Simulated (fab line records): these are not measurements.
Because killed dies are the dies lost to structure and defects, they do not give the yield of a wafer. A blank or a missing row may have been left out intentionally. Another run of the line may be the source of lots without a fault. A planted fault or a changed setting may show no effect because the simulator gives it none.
fab line records	flow nandHarc
record lots=24	wafers=72	lastDay=25
route steps=1159 shown P_GATE@141 P_CONTACT@234 P_M0@264
lots untouched by any fault: they come from a run of this same line in which no faults occurred
startH: the number of hours between the record's first day and the start of the first shown wafer of the lot	waitH: hours from the lot's prior step to this one	" identical to the entry in the row above	L1.1+2: a single row standing in for several wafers	- no value, or no start given	* or withheld: withheld	< > ~ a bound
route shown NAME@n: names a module that has steps shown in the file, with the first one's number in the route	usual: average and standard deviation across the fault-free wafers	same: alike in all rows	chamber/n: place in a boat	sites: each site's reading	_std_site: their standard deviation	_edge_site: outer sites' mean less inner sites'	radiusMm: for every site, how far away it sits from the centre of the wafer	mask NAME#n: copy n	behind: the last tool/chamber to shape the wafer	hold: the reason the lot was held/the length of the hold in hours/how it ended	device: the transistor (n, p or np) that didn't switch	end of line: tests run on the same wafers once the route is complete	step lacking rows: just its recipe	killed: the dies lost at the first sort to structure and to defects; this is not the yield of the wafer	map: shows each die of a wafer: x if killed, . if not, _ if none is there
set.NAME: the run value of the setting; set.NAME@STEP: its run value at that earlier step	model.NAME: the simulator's own value behind a step, which no gauge read
steps of the route over a sample of lots; a table a step, a row a wafer
services: from which hour (startH, from the record's first day; less than 0 if before it) a tool's chamber was out of use, for how many hours, and why
## steps
# step NHARC_P_GATE_CD_MEAS_26
# recipe targetCdNm=120	landingEnergyEv=500
# usual cdNm=120.2/0.72
lot.wafer	tool	chamber	startH	waitH	cdNm
L075.2	cdSem-02	0	92.30	-	119.7
L075.3	"	0	"	"	119.3
L075.6	"	0	"	"	119.8
L074.1	cdSem-03	0	92.46	-	120.8
L074.3	"	0	"	"	120.1
L074.6	"	0	"	"	120.7
L076.1	cdSem-01	0	103.90	-	121.2
L076.4	"	0	"	"	121.2
L076.5	"	0	"	"	120.6
L077.1	cdSem-03	0	104.50	-	121.4
L077.5	"	0	"	"	121.4
L077.6	"	0	"	"	120.7
L078.1	cdSem-01	0	113.14	-	119.8
L078.4	"	0	"	"	119.6
L078.6	"	0	"	"	119.4
L079.1	cdSem-02	0	118.47	-	121.7
L079.4	"	0	"	"	120.8
L079.6	"	0	"	"	121.4
L080.2	cdSem-01	0	126.89	-	119.5
L080.4	"	0	"	"	119.0
L080.6	"	0	"	"	119.7
L081.1	cdSem-01	0	129.72	-	120.8
L081.3	"	0	"	"	120.8
L081.4	"	0	"	"	119.4
L082.1	cdSem-01	0	137.38	-	120.1
L082.2	"	0	"	"	119.7
L082.4	"	0	"	"	119.3
L083.1	cdSem-01	0	143.41	-	120.5
L083.3	"	0	"	"	120.2
L083.6	"	0	"	"	120.0
L084.3	cdSem-02	0	149.57	-	120.4
L084.5	"	0	"	"	119.6
L084.6	"	0	"	"	119.7
L087.1	cdSem-02	0	163.78	-	120.2
L087.2	"	0	"	"	120.8
L087.6	"	0	"	"	120.3
L085.3	cdSem-02	0	164.56	-	120.0
L085.4	"	0	"	"	120.8
L085.5	"	0	"	"	120.6
L086.1	cdSem-03	0	164.72	-	118.2
L086.4	"	0	"	"	119.0
L086.6	"	0	"	"	119.3
L088.1	cdSem-03	0	171.29	-	119.6
L088.3	"	0	"	"	119.3
L088.5	"	0	"	"	118.9
L089.1	cdSem-02	0	179.94	-	120.3
L089.2	"	0	"	"	119.9
L089.5	"	0	"	"	119.3
L090.1	cdSem-02	0	185.35	-	119.9
L090.2	"	0	"	"	120.5
L090.4	"	0	"	"	120.4
L091.1	cdSem-01	0	193.29	-	121.1
L091.3	"	0	"	"	120.8
L091.4	"	0	"	"	121.1
L092.1	cdSem-03	0	197.62	-	119.8
L092.5	"	0	"	"	119.5
L092.6	"	0	"	"	119.8
L093.1	cdSem-02	0	198.65	-	120.6
L093.2	"	0	"	"	120.5
L093.3	"	0	"	"	121.5
L094.3	cdSem-01	0	207.67	-	120.1
L094.4	"	0	"	"	119.7
L094.6	"	0	"	"	120.1
L095.1	cdSem-02	0	208.68	-	118.7
L095.2	"	0	"	"	119.0
L095.6	"	0	"	"	119.4
L096.2	cdSem-01	0	222.74	-	119.8
L096.4	"	0	"	"	120.0
L096.5	"	0	"	"	120.4
L097.1	cdSem-02	0	228.65	-	120.5
L097.3	"	0	"	"	120.8
L097.6	"	0	"	"	121.2
# step NHARC_P_GATE_ETCH_32
# recipe targetDepthA=1500	overEtchFrac=1	overEtchIonEnergyEv=40	timeS=100.1	hbrFlowSccm=150	cl2FlowSccm=50	rfW=400	icpW=400	biasW=100	chemistry=HBr/Cl2
# usual biasW=100.02/0.27	drypumpMotorCurrentA=6.0/0.48	oesProductAu=1.003/0.011	throttleValvePct=26.406/0.0095
# same overEtchFrac=1
lot.wafer	tool	chamber	startH	waitH	biasW	drypumpMotorCurrentA	oesProductAu	rfHoursCounterH	throttleValvePct
L075.3	rieSi-04	1	92.95	-	99.91	6.4	1.006	1.3	26.422
L075.2	"	2	"	"	100.37	5.4	1.011	1.4	26.392
L075.6	"	1	"	"	99.56	6.4	1.014	-	26.410
L074.1	rieSi-06	1	93.20	-	99.97	6.1	0.980	0.6	26.416
L074.3	"	2	"	"	100.31	5.6	0.973	0.7	26.390
L074.6	"	0	"	"	100.23	5.3	1.001	-	26.423
L076.1	rieSi-06	0	105.59	-	100.16	5.3	1.006	0.7	26.400
L076.4	"	1	"	"	99.94	6.1	0.970	0.7	26.409
L076.5	"	0	"	"	99.95	5.3	1.015	-	26.402
L077.1	rieSi-06	1	106.16	-	99.51	6.1	0.981	0.8	26.414
L077.6	"	1	"	"	99.81	6.1	0.980	-	26.419
L077.5	"	2	"	"	99.98	5.6	0.993	-	26.401
L078.1	rieSi-03	3	113.96	-	99.98	6.6	0.992	1.0	26.416
L078.4	"	0	"	"	100.61	6.4	0.998	1.0	26.411
L078.6	"	0	"	"	99.88	6.4	1.001	-	26.402
L079.1	rieSi-04	3	119.37	-	100.58	6.6	1.022	0.0	26.413
L079.4	"	0	"	"	100.50	6.5	1.002	0.0	26.406
L079.6	"	3	"	"	99.93	6.5	1.014	-	26.420
L080.4	rieSi-03	3	127.70	-	100.34	6.5	0.995	1.2	26.408
L080.2	"	2	"	"	100.05	5.9	1.014	1.1	26.426
L080.6	"	0	"	"	99.83	6.4	1.002	-	26.395
L081.1	rieSi-03	0	130.40	-	100.18	6.4	0.992	1.2	26.400
L081.4	"	1	"	"	100.24	5.4	1.011	1.1	26.399
L081.3	"	2	"	"	100.02	6.0	1.013	1.1	26.404
L082.4	rieSi-04	1	138.04	-	100.33	6.4	1.009	0.2	26.408
L082.1	"	2	"	"	100.02	5.4	1.006	0.2	26.407
L082.2	"	3	"	"	99.51	6.6	1.006	0.2	26.402
L083.3	rieSi-06	1	144.09	-	100.26	6.1	0.987	1.1	26.417
L083.1	"	0	"	"	99.94	5.3	1.018	1.0	26.407
L083.6	"	2	"	"	99.92	5.6	0.989	-	26.419
L084.3	rieSi-03	0	150.25	-	99.82	6.4	0.992	1.4	26.407
L084.6	"	1	"	"	99.90	5.4	1.004	-	26.396
L084.5	"	2	"	"	99.74	5.9	1.017	-	26.418
L087.2	rieSi-03	0	164.46	-	99.81	6.4	1.010	0.0	26.405
L087.1	"	1	"	"	99.59	5.4	1.009	0.0	26.409
L087.6	"	3	"	"	99.28	6.6	1.008	-	26.414
L085.3	rieSi-04	3	165.47	-	99.33	6.5	1.005	0.4	26.411
L085.4	"	2	"	"	100.07	5.4	1.003	0.5	26.397
L085.5	"	0	"	"	100.11	6.5	1.004	-	26.389
L086.1	rieSi-03	1	165.53	-	100.23	5.4	1.013	0.1	26.402
L086.6	"	0	"	"	100.13	6.4	0.993	-	26.424
L086.4	"	1	"	"	100.40	5.4	1.015	-	26.398
L088.3	rieSi-06	0	171.95	-	100.02	5.3	1.014	1.3	26.396
L088.1	"	1	"	"	99.69	6.1	0.984	1.4	26.403
L088.5	"	0	"	"	100.38	5.3	1.004	-	26.402
L089.2	rieSi-03	1	180.59	-	99.74	5.4	1.023	0.4	26.392
L089.1	"	2	"	"	100.11	6.0	1.016	0.2	26.388
L089.5	"	1	"	"	100.19	5.4	1.025	-	26.412
L090.4	rieSi-03	3	186.00	-	100.23	6.5	1.001	0.4	26.400
L090.2	"	1	"	"	100.04	5.4	1.012	0.5	26.397
L090.1	"	2	"	"	100.47	6.0	1.012	0.3	26.406
L091.4	rieSi-03	2	194.65	-	99.90	6.0	1.011	0.3	26.402
L091.3	"	0	"	"	99.93	6.4	0.997	0.6	26.408
L091.1	"	1	"	"	100.07	5.3	1.017	0.6	26.378
L092.1	rieSi-04	3	198.50	-	99.62	6.6	1.008	0.7	26.411
L092.6	"	0	"	"	100.13	6.5	0.992	-	26.413
L092.5	"	1	"	"	99.86	6.5	1.004	-	26.411
L093.2	rieSi-06	0	199.30	-	100.11	5.3	1.004	0.1	26.397
L093.3	"	1	"	"	100.26	6.1	1.003	0.0	26.403
L093.1	"	2	"	"	100.15	5.7	0.995	0.0	26.413
L094.4	rieSi-03	0	208.44	-	100.33	6.4	0.998	0.7	26.395
L094.3	"	3	"	"	100.07	6.6	1.011	0.7	26.395
L094.6	"	0	"	"	100.24	6.4	0.997	-	26.408
L095.2	rieSi-03	3	209.33	-	99.54	6.6	0.997	0.7	26.422
L095.1	"	2	"	"	100.10	6.0	1.004	0.6	26.404
L095.6	"	3	"	"	100.01	6.6	0.991	-	26.402
L096.2	rieSi-03	2	223.59	-	99.63	5.9	1.000	0.6	26.411
L096.4	"	3	"	"	100.22	6.6	1.003	0.9	26.396
L096.5	"	1	"	"	100.33	5.4	1.011	-	26.388
L097.3	rieSi-04	3	229.35	-	100.26	6.6	1.010	1.0	26.411
L097.1	"	0	"	"	99.88	6.5	0.990	1.1	26.385
L097.6	"	1	"	"	100.46	6.5	1.000	-	26.398
# step NHARC_P_GATE_ALD_36
# recipe targetThkA=200	pulseTimeS=60	aldCycles=223	tempC=400	material=SiNx
# usual heaterPowerW=832/72	precursorPulseHeightRel=0.999/0.019
lot.wafer	tool	chamber	startH	waitH	heaterPowerW	precursorPulseHeightRel
L075.3	aldSin-01	0	93.75	-	875	0.998
L075.2	"	3	96.94	-	754	1.017
L075.6	"	0	98.00	-	868	1.033
L074.3	aldSin-02	0	95.05	-	895	0.997
L074.1	"	1	96.13	-	797	1.010
L074.6	"	0	99.35	-	891	0.997
L076.4	aldSin-01	2	106.56	-	855	0.973
L076.1	"	1	109.73	-	725	1.006
L076.5	"	2	110.79	-	845	1.011
L077.1	aldSin-02	2	106.96	-	838	0.961
L077.6	"	2	111.12	-	831	1.013
L077.5	"	3	112.16	-	924	1.005
L078.4	aldSin-01	0	114.76	-	878	1.034
L078.1	"	3	117.89	-	766	0.986
L078.6	"	1	119.97	-	704	1.009
L079.4	aldSin-03	1	120.16	-	804	1.026
L079.1	"	0	123.32	-	838	1.010
L079.6	"	1	124.37	-	801	1.022
L080.2	aldSin-02	2	128.50	-	862	1.017
L080.4	"	0	130.66	-	922	0.981
L080.6	"	3	133.88	-	954	1.001
L081.1	aldSin-01	3	131.17	-	756	0.978
L081.3	"	0	132.21	-	871	1.004
L081.4	"	1	133.25	-	735	0.967
L082.4	aldSin-03	1	138.84	-	788	1.000
L082.1	"	2	139.91	-	884	0.999
L082.2	"	0	142.05	-	833	0.976
L083.3	aldSin-02	3	144.88	-	927	1.012
L083.1	"	0	145.95	-	915	0.999
L083.6	"	3	149.15	-	941	1.003
L084.3	aldSin-01	1	153.87	-	706	0.988
L084.5	"	3	155.30	-	757	0.993
L084.6	"	1	158.17	-	709	1.021
L085.3	aldSin-02	3	167.37	-	971	1.004
L085.4	"	0	168.42	-	910	1.014
L085.5	"	3	171.58	-	947	1.003
L087.2	aldSin-03	3	167.39	-	846	1.010
L087.1	"	0	168.45	-	835	0.964
L087.6	"	1	169.52	-	791	0.985
L086.4	aldSin-01	2	169.60	-	836	0.989
L086.1	"	0	171.74	-	902	1.012
L086.6	"	2	173.88	-	834	1.014
L088.1	aldSin-03	3	173.83	-	866	1.014
L088.3	"	1	175.96	-	796	1.040
L088.5	"	2	177.02	-	890	0.962
L089.2	aldSin-02	2	182.44	-	856	0.980
L089.1	"	3	183.48	-	922	0.995
L089.5	"	1	185.58	-	796	0.984
L090.2	aldSin-01	1	187.87	-	694	0.975
L090.4	"	2	188.93	-	841	0.991
L090.1	"	3	190.00	-	731	0.982
L091.1	aldSin-01	3	196.86	-	722	0.979
L091.3	"	1	198.27	-	693	1.006
L091.4	"	2	199.67	-	835	0.996
L092.1	aldSin-02	0	200.33	-	904	1.000
L092.5	"	3	203.48	-	924	0.974
L092.6	"	0	204.53	-	932	0.980
L093.1	aldSin-01	3	203.89	-	727	0.992
L093.2	"	0	204.95	-	890	0.980
L093.3	"	1	206.01	-	697	0.975
L095.2	aldSin-01	1	210.25	-	701	1.004
L095.1	"	2	211.30	-	856	1.043
L095.6	"	2	215.49	-	826	0.986
L094.4	aldSin-02	1	210.33	-	780	0.958
L094.3	"	2	211.40	-	831	1.005
L094.6	"	1	214.61	-	779	0.992
L096.2	aldSin-03	3	227.18	-	846	1.007
L096.4	"	2	229.98	-	904	0.976
L096.5	"	3	231.38	-	860	1.009
L097.1	aldSin-03	1	232.79	-	795	0.979
L097.3	"	2	233.85	-	877	1.025
L097.6	"	2	238.12	-	891	0.983
# step NHARC_P_GATE_DESCUM_93
# recipe timeS=3	o2FlowSccm=200	arFlowSccm=0	biasPowerW=0	chemistry=O2
# usual drypumpMotorCurrentA=5.8/0.45	o2FlowSccm=200.1/0.58	oesProductAu=0.997/0.0086	rfVppV=57.9/0.93	showerheadPlenumPTorr=1.92/0.091	throttleValvePct=11.312/0.0094
lot.wafer	tool	chamber	startH	waitH	drypumpMotorCurrentA	o2FlowSccm	oesProductAu	rfHoursCounterH	rfVppV	showerheadPlenumPTorr	throttleValvePct
L075.2	rieDiel-13	2	108.23	-	6.5	200.2	0.998	0	57.1	1.78	11.323
L075.3	"	0	"	"	5.7	199.0	0.987	0	59.5	1.96	11.317
L075.6	"	3	"	"	5.4	200.6	0.985	-	57.8	1.79	11.309
L074.1	rieDiel-13	0	108.58	-	5.6	198.8	0.988	0	58.3	1.96	11.302
L074.3	"	2	"	"	6.5	201.0	0.995	0	57.3	1.78	11.309
L074.6	"	3	"	"	5.4	199.3	0.994	-	57.8	1.79	11.310
L076.1	rieDiel-06	0	120.73	-	5.9	199.8	1.002	19	56.9	1.98	11.336
L076.4	"	1	"	"	6.6	200.5	1.002	15	56.8	2.02	11.317
L076.5	"	0	"	"	5.9	200.4	0.999	-	58.5	1.98	11.340
L077.1	rieDiel-04	1	121.12	-	5.5	199.6	0.988	0	59.1	2.05	11.313
L077.6	"	0	"	"	5.8	199.8	1.002	-	58.5	1.96	11.295
L077.5	"	1	"	"	5.5	200.0	0.987	-	58.3	2.05	11.297
L078.4	rieDiel-04	1	128.78	-	5.5	199.7	0.993	2	60.0	2.05	11.319
L078.1	"	2	"	"	5.8	200.4	0.997	1	58.4	1.90	11.310
L078.6	"	0	"	"	5.8	201.2	0.999	-	59.4	1.96	11.321
L079.1	rieDiel-06	3	134.06	-	6.3	198.4	1.001	25	55.8	1.79	11.318
L079.4	"	0	"	"	5.9	200.8	0.998	23	59.2	1.98	11.296
L079.6	"	1	"	"	6.5	199.6	1.007	-	58.1	2.02	11.319
L080.2	rieDiel-04	3	142.90	-	5.1	200.0	0.986	3	56.9	1.83	11.319
L080.4	"	0	"	"	5.9	199.4	0.990	3	57.8	1.96	11.316
L080.6	"	2	"	"	5.8	201.0	0.994	-	57.8	1.90	11.310
L081.3	rieDiel-06	0	145.07	-	5.9	200.3	0.998	27	58.2	1.97	11.313
L081.1	"	2	"	"	6.4	199.5	1.001	28	58.4	1.97	11.305
L081.4	"	3	"	"	6.3	200.1	0.995	30	57.0	1.79	11.311
L082.4	rieDiel-04	2	152.98	-	5.8	200.1	0.997	3	57.6	1.90	11.312
L082.1	"	3	"	"	5.1	200.4	0.994	4	56.7	1.83	11.316
L082.2	"	0	"	"	5.8	200.2	0.984	4	58.0	1.96	11.302
L083.1	rieDiel-04	2	159.35	-	5.8	200.7	1.003	4	58.6	1.90	11.327
L083.3	"	3	"	"	5.1	200.6	1.007	5	57.1	1.83	11.301
L083.6	"	2	"	"	5.8	200.8	0.995	-	57.4	1.90	11.314
L084.3	rieDiel-04	1	167.38	-	5.5	200.5	0.997	7	58.9	2.05	11.295
L084.6	"	0	"	"	5.8	199.8	0.996	-	57.6	1.96	11.299
L084.5	"	1	"	"	5.4	199.9	1.010	-	56.9	2.05	11.311
L087.2	rieDiel-06	1	179.58	-	6.5	200.4	1.005	34	59.7	2.02	11.309
L087.1	"	3	"	"	6.2	199.6	1.002	43	57.8	1.78	11.315
L087.6	"	1	"	"	6.5	200.7	1.004	-	59.3	2.02	11.316
L085.3	rieDiel-04	2	180.54	-	5.8	199.7	0.997	7	56.0	1.90	11.301
L085.4	"	0	"	"	5.9	199.1	0.993	9	57.8	1.96	11.299
L085.5	"	1	"	"	5.4	200.1	0.998	-	57.6	2.05	11.319
L086.4	rieDiel-06	0	184.04	-	5.9	201.0	1.011	42	58.4	1.97	11.320
L086.1	"	1	"	"	6.5	199.2	1.001	37	58.8	2.02	11.321
L086.6	"	1	"	"	6.5	200.5	0.999	-	58.8	2.01	11.308
L088.1	rieDiel-13	3	188.06	-	5.4	199.9	0.993	27	57.3	1.79	11.296
L088.3	"	2	"	"	6.5	200.0	1.006	30	57.8	1.77	11.296
L088.5	"	0	"	"	5.7	200.4	0.975	-	58.2	1.95	11.331
L089.2	rieDiel-04	1	195.66	-	5.4	199.8	1.007	13	60.0	2.05	11.312
L089.1	"	3	"	"	5.1	201.1	1.009	13	58.3	1.83	11.297
L089.5	"	1	"	"	5.5	199.8	1.006	-	58.2	2.05	11.324
L090.4	rieDiel-04	0	200.85	-	5.8	200.4	1.002	15	57.8	1.96	11.313
L090.1	"	1	"	"	5.5	201.3	1.010	15	57.8	2.05	11.306
L090.2	"	2	"	"	5.8	200.3	0.997	14	57.1	1.90	11.305
L091.1	rieDiel-13	3	211.89	-	5.4	200.0	0.993	35	58.6	1.78	11.328
L091.3	"	0	"	"	5.6	200.0	0.978	36	60.0	1.95	11.320
L091.4	"	0	"	"	5.6	201.1	0.978	-	57.9	1.95	11.313
L092.1	rieDiel-13	0	213.31	-	5.6	198.4	0.978	36	58.0	1.95	11.307
L092.6	"	2	"	"	6.5	200.5	1.001	-	58.1	1.77	11.323
L092.5	"	3	"	"	5.4	200.3	0.992	-	58.0	1.78	11.326
L093.1	rieDiel-04	1	218.11	-	5.5	200.6	1.014	20	58.3	2.05	11.318
L093.3	"	2	"	"	5.8	199.8	1.009	19	58.8	1.89	11.312
L093.2	"	3	"	"	5.1	200.3	0.997	20	58.9	1.82	11.320
L094.4	rieDiel-04	1	223.70	-	5.5	201.5	1.006	21	59.3	2.05	11.317
L094.3	"	0	"	"	5.8	200.7	1.006	21	59.4	1.96	11.298
L094.6	"	2	"	"	5.8	199.8	0.990	-	57.9	1.89	11.316
L095.1	rieDiel-04	2	224.20	-	5.8	200.1	0.986	20	56.4	1.89	11.312
L095.2	"	3	"	"	5.1	200.4	0.993	21	57.4	1.82	11.321
L095.6	"	3	"	"	5.1	200.9	0.984	-	57.6	1.82	11.296
L096.2	rieDiel-04	2	240.70	-	5.8	200.2	0.998	22	59.0	1.89	11.311
L096.4	"	1	"	"	5.4	199.6	1.001	23	59.4	2.05	11.322
L096.5	"	2	"	"	5.8	200.8	0.991	-	58.7	1.89	11.309
L097.1	rieDiel-04	3	247.29	-	5.1	200.2	0.989	24	56.7	1.82	11.307
L097.3	"	1	"	"	5.4	200.3	0.994	25	58.9	2.05	11.317
L097.6	"	3	"	"	5.1	200.1	0.998	-	57.6	1.82	11.324
# step NHARC_P_CONTACT_INSPECT_14
# usual rawDefectCount=3.9/2.4
lot.wafer	tool	chamber	startH	waitH	rawDefectCount
L075.2	defectInspect-02	-	112.95	0.0	4
L075.3	"	-	"	"	3
L075.6	"	-	"	"	6
L074.1	defectInspect-02	-	113.23	0.0	6
L074.3	"	-	"	"	1
L074.6	"	-	"	"	1
L076.1	defectInspect-01	-	125.44	0.0	3
L076.4	"	-	"	"	1
L076.5	"	-	"	"	0
L077.1	defectInspect-02	-	125.95	0.0	6
L077.5	"	-	"	"	3
L077.6	"	-	"	"	2
L078.1	defectInspect-02	-	133.57	0.0	9
L078.4	"	-	"	"	5
L078.6	"	-	"	"	3
L079.1	defectInspect-02	-	138.76	0.0	4
L079.4	"	-	"	"	4
L079.6	"	-	"	"	3
L080.2	defectInspect-01	-	148.00	0.0	4
L080.4	"	-	"	"	4
L080.6	"	-	"	"	5
L081.1	defectInspect-02	-	149.85	0.0	6
L081.3	"	-	"	"	3
L081.4	"	-	"	"	3
L082.1	defectInspect-02	-	157.61	0.0	2
L082.2	"	-	"	"	4
L082.4	"	-	"	"	12
L083.1	defectInspect-02	-	164.25	0.0	1
L083.3	"	-	"	"	4
L083.6	"	-	"	"	3
L084.3	defectInspect-02	-	172.35	0.0	4
L084.5	"	-	"	"	1
L084.6	"	-	"	"	4
L087.1	defectInspect-02	-	184.30	0.0	8
L087.2	"	-	"	"	4
L087.6	"	-	"	"	4
L085.3	defectInspect-02	-	185.84	0.1	0
L085.4	"	-	"	"	10
L085.5	"	-	"	"	2
L086.1	defectInspect-02	-	188.85	0.0	1
L086.4	"	-	"	"	7
L086.6	"	-	"	"	5
L088.1	defectInspect-01	-	192.60	0.0	5
L088.3	"	-	"	"	2
L088.5	"	-	"	"	1
L089.1	defectInspect-01	-	200.63	0.0	5
L089.2	"	-	"	"	2
L089.5	"	-	"	"	4
L090.1	defectInspect-01	-	205.56	0.0	8
L090.2	"	-	"	"	5
L090.4	"	-	"	"	3
L091.1	defectInspect-02	-	216.51	0.0	2
L091.3	"	-	"	"	3
L091.4	"	-	"	"	6
L092.1	defectInspect-01	-	218.25	0.0	4
L092.5	"	-	"	"	4
L092.6	"	-	"	"	1
L093.1	defectInspect-01	-	222.66	0.0	5
L093.2	"	-	"	"	3
L093.3	"	-	"	"	1
L094.3	defectInspect-02	-	228.44	0.0	5
L094.4	"	-	"	"	2
L094.6	"	-	"	"	8
L095.1	defectInspect-02	-	229.33	0.0	2
L095.2	"	-	"	"	3
L095.6	"	-	"	"	1
L096.2	defectInspect-01	-	245.33	0.0	6
L096.4	"	-	"	"	1
L096.5	"	-	"	"	1
L097.1	defectInspect-02	-	252.02	0.0	4
L097.3	"	-	"	"	9
L097.6	"	-	"	"	9
# step NHARC_P_M0_OVL_MEAS_10
# recipe pitchNm=180
# usual overlayXNm=-0.2/0.77	overlayYNm=-0.1/0.71
lot.wafer	tool	chamber	startH	waitH	overlayXNm	overlayYNm
L075.2	overlay-01	-	118.78	-	0.6	0.1
L075.3	"	-	"	"	-0.1	0.1
L075.6	"	-	"	"	0.1	0.1
L074.1	overlay-01	-	119.35	-	0.3	-0.1
L074.3	"	-	"	"	-0.6	0.1
L074.6	"	-	"	"	0.1	-0.8
L076.1	overlay-01	-	129.76	-	-0.3	0.2
L076.4	"	-	"	"	0.1	-0.4
L076.5	"	-	"	"	0.6	0.2
L077.1	overlay-01	-	130.76	-	-2.0	0.4
L077.5	"	-	"	"	-2.3	-0.1
L077.6	"	-	"	"	-1.9	-0.6
L078.1	overlay-02	-	140.34	-	0.3	-0.8
L078.4	"	-	"	"	0.4	-0.6
L078.6	"	-	"	"	0.0	-0.8
L079.1	overlay-02	-	146.56	-	-0.9	0.3
L079.4	"	-	"	"	-1.9	1.4
L079.6	"	-	"	"	-1.1	0.6
L080.2	overlay-01	-	152.31	-	1.1	0.7
L080.4	"	-	"	"	0.0	0.9
L080.6	"	-	"	"	0.6	0.9
L081.1	overlay-01	-	155.46	-	-0.7	0.4
L081.3	"	-	"	"	-0.5	0.1
L081.4	"	-	"	"	-0.4	0.1
L082.1	overlay-02	-	164.34	-	0.0	-0.4
L082.2	"	-	"	"	0.1	-0.7
L082.4	"	-	"	"	-0.5	-0.5
L083.1	overlay-01	-	168.54	-	-0.3	1.1
L083.3	"	-	"	"	-0.1	0.1
L083.6	"	-	"	"	-0.3	0.5
L084.3	overlay-01	-	186.09	-	0.8	-0.4
L084.5	"	-	"	"	0.2	-0.1
L084.6	"	-	"	"	0.2	-0.6
L087.1	overlay-01	-	189.51	-	-0.5	-1.1
L087.2	"	-	"	"	-0.6	-0.7
L087.6	"	-	"	"	-0.6	-0.6
L085.3	overlay-02	-	190.62	-	-0.3	-0.7
L085.4	"	-	"	"	-0.4	-0.8
L085.5	"	-	"	"	0.4	-0.3
L086.1	overlay-02	-	196.10	-	-1.3	-0.3
L086.4	"	-	"	"	-0.8	-0.2
L086.6	"	-	"	"	-0.8	-0.3
L088.1	overlay-02	-	198.01	-	0.0	0.2
L088.3	"	-	"	"	-0.3	-0.3
L088.5	"	-	"	"	-0.6	0.0
L089.1	overlay-02	-	204.79	-	-0.2	1.7
L089.2	"	-	"	"	-1.0	1.9
L089.5	"	-	"	"	-0.7	1.5
L090.1	overlay-01	-	217.25	-	0.6	-0.1
L090.2	"	-	"	"	1.2	-0.1
L090.4	"	-	"	"	0.8	-0.3
L091.1	overlay-02	-	220.83	-	0.1	-1.9
L091.3	"	-	"	"	-0.2	-1.6
L091.4	"	-	"	"	-0.1	-2.0
L092.1	overlay-01	-	223.39	-	0.7	-0.3
L092.5	"	-	"	"	0.0	-0.1
L092.6	"	-	"	"	0.7	0.0
L093.1	overlay-01	-	226.73	-	0.1	-0.3
L093.2	"	-	"	"	0.8	0.2
L093.3	"	-	"	"	0.3	-0.1
L094.3	overlay-01	-	235.34	-	-0.7	0.8
L094.4	"	-	"	"	-1.5	0.5
L094.6	"	-	"	"	-0.7	0.2
L095.1	overlay-01	-	235.73	-	1.1	-0.6
L095.2	"	-	"	"	1.4	-0.5
L095.6	"	-	"	"	0.9	-0.6
L096.2	overlay-01	-	249.35	-	0.7	-0.5
L096.4	"	-	"	"	0.5	-1.4
L096.5	"	-	"	"	0.5	-0.3
L097.1	overlay-02	-	259.35	-	-0.4	-0.2
L097.3	"	-	"	"	-0.6	0.1
L097.6	"	-	"	"	-0.4	0.3
## services
tool	chamber	startH	hours	kind
aldSin-02	-	79.09	1.6	repair
rieDiel-06	1	79.75	8.4	repair
aldSin-03	0	84.64	6.1	repair
rieSi-04	-	99.00	9.0	pm
rieDiel-13	-	99.08	9.0	pm
aldSin-03	-	104.58	10.0	pm
rieSi-06	2	108.58	12.8	repair
rieDiel-04	-	112.00	9.0	pm
rieSi-06	3	146.77	13.4	repair
aldSin-01	2	149.87	3.6	repair
rieSi-03	-	155.00	9.0	pm
rieSi-04	3	179.74	13.1	repair
rieSi-06	-	183.00	9.0	pm
rieSi-04	2	189.24	3.7	repair
aldSin-03	-	189.32	2.7	repair
aldSin-03	-	195.17	18.3	repair
rieSi-03	1	201.57	5.5	repair
rieDiel-04	-	212.19	0.4	repair
aldSin-03	0	221.45	4.4	repair
rieSi-06	3	227.83	7.1	repair
aldSin-02	-	228.00	10.0	pm
rieSi-04	-	239.36	0.4	repair
aldSin-02	-	239.50	0.2	repair
rieSi-06	3	243.76	7.1	repair
## key
fault none
